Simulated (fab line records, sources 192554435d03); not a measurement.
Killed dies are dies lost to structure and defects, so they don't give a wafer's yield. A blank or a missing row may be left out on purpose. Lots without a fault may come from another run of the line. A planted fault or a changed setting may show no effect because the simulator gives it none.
Chamber matching | flow n5_finfet | N5_BEOL_M1_PRE_CLEAN_60 on cvd_co-01: 3 sister chambers
The step time 15 s. 3 wafers are shown with their chamber, then 6 later ones without.

WAFERS WITH THEIR CHAMBER
wafer  | chamber | heater_power_w (W)
L291.4 | 1       | 97
L294.2 | 0       | 96
L294.5 | 2       | 64

WAFERS WITHOUT THEIR CHAMBER
wafer  | heater_power_w (W)
L294.6 | 100
L304.1 | 98
L304.5 | 98
L304.6 | 98
L308.2 | 64
L308.5 | 98

WHICH CHAMBER EACH WENT THROUGH
wafer  | from the rows above     | in truth
L294.6 | can't be placed: 1 or 0 | 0
L304.1 | can't be placed: 1 or 0 | 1
L304.5 | can't be placed: 1 or 0 | 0
L304.6 | can't be placed: 1 or 0 | 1
L308.2 | 2                       | 2
L308.5 | can't be placed: 1 or 0 | 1
Placed correctly: 1 of 6. Can't be placed from these rows: 5 (the true chamber is among the candidates in 5). Placed wrongly: 0.
How it was worked out, from the rows above alone: a wafer's distance from a chamber is the root of the sum, over the readings, of the square of ((its reading less the chamber's mean) divided by the reading's scatter). The wafer belongs to the nearest chamber; if the next one is less than 2 further off, it can't be placed. A chamber's mean is the mean of its shown wafers. The scatter: with one shown wafer a chamber, the root of the mean of the squares of how far each hidden wafer lies from its nearest shown one.
